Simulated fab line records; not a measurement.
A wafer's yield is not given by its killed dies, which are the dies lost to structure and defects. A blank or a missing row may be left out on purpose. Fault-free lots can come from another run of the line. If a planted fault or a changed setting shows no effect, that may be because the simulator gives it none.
Matching of chambers | flow n5-finfet | 4 sister chambers for N5_BEOL_M3_ALD_84 on ald-metal-01
The step deposits TaN, pulse time 2 s, purge time 3 s, co reactant purge time 2 s. 18 wafers are shown with their chamber, then 9 later ones without.

## WAFERS PAIRED WITH THEIR CHAMBERS
wafer  | chamber | heater-power-w (W) | precursor-vessel-pressure-torr (Torr)
L075.2 | 2       | 436                | 26.25
L075.3 | 0       | 381                | 26.27
L075.5 | 1       | 321                | 26.28
L076.1 | 3       | 414                | 26.30
L076.2 | 0       | 387                | 26.27
L076.6 | 1       | 316                | 26.27
L078.1 | 1       | 318                | 26.29
L078.3 | 3       | 409                | 26.18
L078.4 | 3       | 403                | 26.31
L077.1 | 2       | 419                | 26.26
L077.2 | 3       | 400                | 26.26
L077.6 | 2       | 422                | 26.33
L086.1 | 3       | 396                | 26.26
L086.3 | 1       | 316                | 26.20
L086.5 | 2       | 420                | 26.20
L089.1 | 0       | 389                | 26.34
L089.3 | 3       | 410                | 26.19
L089.6 | 0       | 384                | 26.25

SIGNATURES (means of the wafers above)
reading                        | chamber 0 | chamber 1 | chamber 2 | chamber 3 | scatter within a chamber
heater-power-w                 | 385.25    | 317.75    | 424.25    | 405.33    | 5.82
precursor-vessel-pressure-torr | 26.2825   | 26.2600   | 26.2600   | 26.2500   | 0.0486
Rule: for a wafer and a chamber, the distance is found by dividing, reading by reading, the gap between the wafer's reading and the chamber's mean by the reading's scatter, squaring, summing and taking the root. The wafer belongs to the nearest chamber; if the next one is less than 2 further off, it can't be placed. How the scatter is found: for the shown wafers, subtract from each reading the mean of its chamber, square and add these, divide the total by (wafers less chambers), then take the root.

## WAFERS WHOSE CHAMBER IS MISSING
wafer  | heater-power-w (W) | precursor-vessel-pressure-torr (Torr)
L091.1 | 400                | 26.20
L091.4 | 398                | 26.27
L091.6 | 427                | 26.25
L090.1 | 426                | 26.27
L090.3 | 378                | 26.35
L090.5 | 401                | 26.20
L095.1 | 404                | 26.20
L095.4 | 372                | 26.29
L095.6 | 382                | 26.29

## THE CHAMBER EACH PASSED THROUGH
wafer  | from the rows above     | in truth
L091.1 | can't be placed: 3 or 0 | 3
L091.4 | can't be placed: 3 or 0 | 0
L091.6 | 2                       | 2
L090.1 | 2                       | 2
L090.3 | 0                       | 0
L090.5 | can't be placed: 3 or 0 | 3
L095.1 | 3                       | 3
L095.4 | 0                       | 0
L095.6 | 0                       | 0
Correctly placed: 6 of 9. Can't be placed from these rows: 3 (the true chamber is among the candidates in 3). 0 placed wrongly.
